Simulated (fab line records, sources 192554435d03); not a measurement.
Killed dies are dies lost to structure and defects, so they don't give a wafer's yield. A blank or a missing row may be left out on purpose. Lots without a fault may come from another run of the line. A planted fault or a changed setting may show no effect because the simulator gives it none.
fab line records | flow n5_finfet
record lots=7 wafers=39
route steps=1938 shown FIN_SAQP@108 FIN_CUT@169 HKMG_FIN@435
start_h: hours from the record's first day to the start of the lot's first wafer shown | wait_h: hours since the lot's step before | " the same as in the row above | L1.1+2: a row that stands for several wafers | - no value, or no start given | * or withheld: withheld | < > ~ a bound
route shown NAME@n: a module of which the file shows steps, and the number in the route of the first | usual: mean/standard deviation of fault-free wafers | same: alike in all rows | chamber/n: place in a boat | sites: the reading at each site | _std_site: their standard deviation | _edge_site: outer sites' mean less inner sites' | radius_mm: how far each site lies from the wafer's centre | mask NAME#n: copy n | behind: the tool/chamber that last shaped the wafer | hold: why the lot was held/for how many hours/how that ended | device: the transistor (n, p or np) that didn't switch | end of line: the same wafers' tests at the end of the route | a step without rows: its recipe alone | killed: dies lost to structure and defects at the first sort, not the wafer's yield | map: a wafer's dies, x killed, . not, _ none there
set.NAME: the setting as run; set.NAME@STEP: as run at that earlier step | model.NAME: the simulator's own value behind a step, which no gauge read
lots whose settings were changed on purpose; a table a step, a row a wafer
## steps
# step N5_FIN_SAQP_EXPOSE_13
# recipe mask_id=FIN_CORE na=1.35 source_shape=dipole sigma_inner=0.538 sigma_outer=0.738 polarization=te target_cd_nm=35.6 dose_mj=63.25
# columns lot.wafer tool chamber start_h wait_h mask set.dose_mj
L080.1+3+4 arfi_scanner-03 0 58.34 - FIN_CORE#0 63.25
L080.2+5+6 " 0 " " FIN_CORE#0 66.59
L082.1+4+5 arfi_scanner-01 0 70.03 - FIN_CORE#0 60.89
L082.2+3+6 " 0 " " FIN_CORE#0 63.25
L085.1+5+6 arfi_scanner-03 0 87.14 - FIN_CORE#0 63.25
L086.1+3+6 arfi_scanner-03 0 93.93 - FIN_CORE#0 60.36
L086.2+4+5 " 0 " " FIN_CORE#0 63.25
L089.1+2+4 arfi_scanner-03 0 111.41 - FIN_CORE#0 63.25
L089.3+5+6 " 0 " " FIN_CORE#0 66.56
L091.1+4+5 arfi_scanner-02 0 123.84 - FIN_CORE#0 63.25
L091.2+3+6 " 0 " " FIN_CORE#0 65.57
L096.1+2+5 arfi_scanner-03 0 154.39 - FIN_CORE#0 61.96
L096.3+4+6 " 0 " " FIN_CORE#0 63.25
# step N5_FIN_SAQP_PEB_14
# recipe peb_temp_c=withheld peb_time_s=60 resist=CAR-ArF
# step N5_FIN_SAQP_DEVELOP_15
# recipe develop_time_s=30 developer=TMAH resist=CAR-ArF dev_temp_c=23 rinse_liquid=diw dry=air_spin
# step N5_FIN_SAQP_CD_MEAS_16
# recipe target_cd_nm=35.6 landing_energy_ev=500 detector=se_inlens
# usual cd_nm=35.7/0.35
# columns lot.wafer tool chamber start_h wait_h set.dose_mj@FIN_SAQP_EXPOSE_13 cd_nm
L080.1 cd_sem-02 0 58.46 - 63.25 35.5
L080.2 " 0 " " 66.59 34.6
L080.3 " 0 " " 63.25 35.3
L080.4 " 0 " " 63.25 36.4
L080.5 " 0 " " 66.59 34.4
L080.6 " 0 " " 66.59 35.0
L082.1 cd_sem-02 0 70.15 - 60.89 36.8
L082.2 " 0 " " 63.25 35.8
L082.3 " 0 " " 63.25 36.0
L082.4 " 0 " " 60.89 36.9
L082.5 " 0 " " 60.89 37.1
L082.6 " 0 " " 63.25 35.2
L085.1 cd_sem-03 0 87.27 - 63.25 35.4
L085.5 " 0 " " 63.25 35.4
L085.6 " 0 " " 63.25 36.1
L086.1 cd_sem-01 0 94.06 - 60.36 37.8
L086.2 " 0 " " 63.25 36.3
L086.3 " 0 " " 60.36 37.5
L086.4 " 0 " " 63.25 35.9
L086.5 " 0 " " 63.25 35.8
L086.6 " 0 " " 60.36 37.3
L089.1 cd_sem-02 0 111.54 - 63.25 35.1
L089.2 " 0 " " 63.25 35.4
L089.3 " 0 " " 66.56 33.7
L089.4 " 0 " " 63.25 36.0
L089.5 " 0 " " 66.56 33.7
L089.6 " 0 " " 66.56 33.9
L091.1 cd_sem-02 0 123.96 - 63.25 36.2
L091.2 " 0 " " 65.57 35.1
L091.3 " 0 " " 65.57 34.6
L091.4 " 0 " " 63.25 36.0
L091.5 " 0 " " 63.25 36.1
L091.6 " 0 " " 65.57 35.2
L096.1 cd_sem-02 0 154.51 - 61.96 36.1
L096.2 " 0 " " 61.96 36.3
L096.3 " 0 " " 63.25 34.9
L096.4 " 0 " " 63.25 35.5
L096.5 " 0 " " 61.96 36.1
L096.6 " 0 " " 63.25 36.1
# step N5_FIN_CUT_ETCH_21
# recipe chemistry=N2/H2 target=SOC target_depth_a=2190 overetch_a=438 mask_material=SiARC temp_c=40 ion_energy_ev=100 bias_w=61 time_s=523.5 pressure_mtorr=30 source_w=850 n2_flow_sccm=200 h2_flow_sccm=200
# usual rf_vpp_V=240.7/1.4
# columns lot.wafer tool chamber start_h wait_h set.bias_w rf_vpp_V
L080.1 rie_diel-04 3 64.15 0.0 70.55 264.2
L080.2 " 0 " " 61 238.3
L080.3 " 2 " " 61 242.6
L080.4 " 1 " " 70.55 264.4
L080.5 " 2 " " 70.55 265.0
L080.6 " 1 " " 61 241.0
L082.1 rie_diel-01 3 75.31 0.0 61 240.1
L082.2 " 0 " " 61 243.6
L082.3 " 1 " " 57.13 231.9
L082.4 " 3 " " 61 238.8
L082.5 " 0 " " 57.13 231.9
L082.6 " 1 " " 57.13 230.8
L085.1 rie_diel-04 0 93.87 0.0 61 238.9
L085.5 " 0 " " 61 239.5
L085.6 " 1 " " 61 240.2
L086.1 rie_diel-04 3 101.45 0.0 61 240.7
L086.2 " 2 " " 65.99 256.1
L086.3 " 0 " " 61 238.5
L086.4 " 2 " " 65.99 255.2
L086.5 " 3 " " 61 239.8
L086.6 " 0 " " 65.99 251.2
L089.1 rie_diel-03 1 117.27 0.0 61 240.0
L089.2 " 3 " " 61 243.1
L089.3 " 0 " " 61 240.5
L089.4 " 2 " " 72.1 265.4
L089.5 " 1 " " 72.1 267.6
L089.6 " 0 " " 72.1 269.4
L091.1 rie_diel-04 0 129.29 0.0 61 240.4
L091.2 " 1 " " 61 240.4
L091.3 " 2 " " 61 241.4
L091.4 " 2 " " 61 242.4
L091.5 " 1 " " 61 239.9
L091.6 " 0 " " 61 239.2
L096.1 rie_diel-04 2 160.53 0.0 61 242.8
L096.2 " 0 " " 61 239.9
L096.3 " 3 " " 61 239.1
L096.4 " 0 " " 61 238.1
L096.5 " 3 " " 61 239.6
L096.6 " 2 " " 61 241.9
# step N5_FIN_CUT_CUT_ETCH_26
# recipe chemistry=CH3F/O2 target=SiNx target_depth_a=390 mask_material=SOC time_s=55.7 pressure_mtorr=30 source_w=395 bias_w=73 Ar_flow_sccm=150 CH3F_flow_sccm=30 O2_flow_sccm=20 ion_energy_ev=120
# usual rf_vpp_V=297/4.2
# columns lot.wafer tool chamber start_h wait_h set.source_w rf_vpp_V model.etch.depth_nm model.SOC_of_FIN_CUT_COAT_18.thk_nm
L080.1 rie_diel-04 3 64.49 0.0 464.1 278 41.55 209.4
L080.2 " 0 " " 395 302 39.16 211.2
L080.3 " 2 " " 464.1 274 40.92 210.2
L080.4 " 1 " " 395 301 39.46 211
L080.5 " 2 " " 464.1 275 41.05 210
L080.6 " 1 " " 395 301 39.6 210.4
L082.1 rie_diel-01 3 75.66 0.0 339.7 318 35.84 211.6
L082.2 " 0 " " 395 288 38.01 210.8
L082.3 " 1 " " 339.7 324 37.39 212
L082.4 " 3 " " 395 297 38.1 211.2
L082.5 " 0 " " 339.7 310 35.98 212.2
L082.6 " 1 " " 395 302 39.69 210.8
L085.1 rie_diel-04 0 94.22 0.0 395 302 39.13 211.8
L085.5 " 0 " " 395 299 39.23 212.2
L085.6 " 1 " " 395 302 39.06 212.2
L086.1 rie_diel-04 3 101.79 0.0 395 299 38.7 212.4
L086.2 " 2 " " 395 295 38.64 212.4
L086.3 " 0 " " 395 300 38.93 212.6
L086.4 " 2 " " 360.9 309 37.03 213.4
L086.5 " 3 " " 360.9 313 37.11 213.2
L086.6 " 0 " " 360.9 312 37.45 213.6
L089.1 rie_diel-03 1 117.62 0.0 325.8 324 35.49 212
L089.2 " 3 " " 395 298 38.66 211
L089.3 " 0 " " 395 297 38.04 211
L089.4 " 2 " " 325.8 317 34.84 212.2
L089.5 " 1 " " 325.8 324 35.3 212.2
L089.6 " 0 " " 395 297 37.89 210.8
L091.1 rie_diel-04 0 129.63 0.0 395 299 39.19 211.4
L091.2 " 1 " " 414.7 294 39.9 210.8
L091.3 " 2 " " 395 294 38.54 211.2
L091.4 " 2 " " 414.7 289 39.36 211.4
L091.5 " 1 " " 414.7 296 39.91 211.2
L091.6 " 0 " " 395 302 39.02 211.2
L096.1 rie_diel-04 2 160.88 0.0 450.3 277 40.79 209.8
L096.2 " 0 " " 395 301 39.17 210.8
L096.3 " 3 " " 395 300 38.76 210.6
L096.4 " 0 " " 450.3 282 41.14 209.8
L096.5 " 3 " " 395 300 38.7 210.6
L096.6 " 2 " " 450.3 279 40.18 210
# step N5_FIN_CUT_CUT_ETCH_27
# recipe chemistry=CHF3/O2 target=SiO2 target_depth_a=40 mask_material=SOC overetch_a=20 time_s=4.9 pressure_mtorr=30 source_w=650 bias_w=170 Ar_flow_sccm=200 CHF3_flow_sccm=50 O2_flow_sccm=5 ion_energy_ev=200
# columns lot.wafer tool chamber start_h wait_h set.source_w@FIN_CUT_CUT_ETCH_26 model.SOC_of_FIN_CUT_COAT_18.thk_nm
L080.1 rie_diel-04 3 64.54 0.0 464.1 205.6
L080.2 " 0 " " 395 207.4
L080.3 " 2 " " 464.1 206.4
L080.4 " 1 " " 395 207.2
L080.5 " 2 " " 464.1 206
L080.6 " 1 " " 395 206.6
L082.1 rie_diel-01 3 75.70 0.0 339.7 207.8
L082.2+6 " 0,1 " " 395 207
L082.3 " 1 " " 339.7 208.2
L082.4 " 3 " " 395 207.4
L082.5 " 0 " " 339.7 208.4
L085.1 rie_diel-04 0 94.26 0.0 395 208
L085.5 " 0 " " 395 208.4
L085.6 " 1 " " 395 208.2
L086.1 rie_diel-04 3 101.84 0.0 395 208.4
L086.2 " 2 " " 395 208.6
L086.3 " 0 " " 395 208.8
L086.4+5 " 2,3 " " 360.9 209.4
L086.6 " 0 " " 360.9 209.8
L089.1 rie_diel-03 1 117.66 0.0 325.8 208
L089.2+3+6 " 3,0,0 " " 395 207
L089.4 " 2 " " 325.8 208.6
L089.5 " 1 " " 325.8 208.4
L091.1 rie_diel-04 0 129.68 0.0 395 207.6
L091.2 " 1 " " 414.7 207
L091.3 " 2 " " 395 207.2
L091.4+5 " 2,1 " " 414.7 207.4
L091.6 " 0 " " 395 207.4
L096.1+4 rie_diel-04 2,0 160.92 0.0 450.3 206
L096.2 " 0 " " 395 207
L096.3+5 " 3 " " 395 206.8
L096.6 " 2 " " 450.3 206.2
# step N5_HKMG_FIN_ETCH_32
# recipe chemistry=N2/H2 target=SOC target_depth_a=2400 temp_c=40 time_s=300 ion_energy_ev=200 mask_material=SiARC pressure_mtorr=30 source_w=840 bias_w=150 n2_flow_sccm=200 h2_flow_sccm=200
# columns lot.wafer tool chamber start_h wait_h set.target_depth_a model.HKMG_FIN.feature_depth_nm model.etch.depth_nm
L080.1 rie_diel-05 3 112.08 0.0 2400 238.8 238.8
L080.2 " 2 " " 2400 237.2 237.1
L080.3 " 0 " " 2181 227.2 227.2
L080.4 " 1 " " 2400 246 245.9
L080.5 " 3 " " 2181 217.4 217.5
L080.6 " 0 " " 2181 227.4 227.4
L082.1 rie_diel-06 1 124.01 0.0 2400 242.4 242.5
L082.2 " 3 " " 2400 243.2 243.2
L082.3 " 2 " " 2116 209.6 209.7
L082.4 " 0 " " 2116 209 209
L082.5 " 1 " " 2400 242.8 242.9
L082.6 " 0 " " 2116 208.8 208.7
L085.1 rie_diel-05 1 149.93 0.0 2400 247 247.1
L085.5 " 2 " " 2400 238.8 238.9
L085.6 " 1 " " 2400 250 249.9
L086.1 rie_diel-05 1 151.16 0.0 2400 247.2 247.2
L086.2 " 3 " " 2400 238.4 238.3
L086.3 " 0 " " 2505 261.4 261.4
L086.4 " 2 " " 2400 235.4 235.4
L086.5 " 1 " " 2505 257 257
L086.6 " 2 " " 2505 247 247
L089.1 rie_diel-06 0 166.09 0.0 2271 223.2 223.2
L089.2 " 3 " " 2271 230 230.1
L089.3 " 2 " " 2400 234.2 234.2
L089.4 " 1 " " 2400 241 241
L089.5 " 3 " " 2271 230.8 230.9
L089.6 " 2 " " 2400 235.2 235.2
L091.1 rie_diel-02 3 182.28 0.0 2523 254.2 254.2
L091.2 " 2 " " 2523 247.2 247.1
L091.3 " 0 " " 2400 245.8 245.9
L091.4 " 1 " " 2400 241 241
L091.5 " 1 " " 2400 238.4 238.4
L091.6 " 0 " " 2523 257.4 257.5
L096.1 rie_diel-06 1 209.58 0.0 2537 255.6 255.5
L096.2 " 2 " " 2400 237 237
L096.3 " 0 " " 2400 238.8 238.8
L096.4 " 3 " " 2537 256.8 256.8
L096.5 " 0 " " 2537 251 251.1
L096.6 " 1 " " 2400 242.2 242.2
## key
split step=N5_FIN_SAQP_EXPOSE_13 setting=dose_mj stated=63.25 by=wafer
response step=N5_FIN_SAQP_CD_MEAS_16 reading=cd_nm change=-0.294 per=1% r=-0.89
split step=N5_FIN_CUT_ETCH_21 setting=bias_w stated=61 by=wafer
response step=N5_FIN_CUT_ETCH_21 reading=rf_vpp_V change=+1.51 per=1% r=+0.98
split step=N5_FIN_CUT_CUT_ETCH_26 setting=source_w stated=395 by=wafer
response step=N5_FIN_CUT_CUT_ETCH_26 reading=rf_vpp_V change=-1.46 per=1% r=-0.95
response step=N5_FIN_CUT_CUT_ETCH_26 reading=model.etch.depth_nm change=+0.142 per=1% r=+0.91
response step=N5_FIN_CUT_CUT_ETCH_26 reading=model.SOC_of_FIN_CUT_COAT_18.thk_nm change=-0.0656 per=1% r=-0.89
response step=N5_FIN_CUT_CUT_ETCH_27 reading=model.SOC_of_FIN_CUT_COAT_18.thk_nm change=-0.0688 per=1% r=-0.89
split step=N5_HKMG_FIN_ETCH_32 setting=target_depth_a stated=2400 by=wafer
response step=N5_HKMG_FIN_ETCH_32 reading=model.HKMG_FIN.feature_depth_nm change=+2.44 per=1% r=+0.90
response step=N5_HKMG_FIN_ETCH_32 reading=model.etch.depth_nm change=+2.44 per=1% r=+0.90
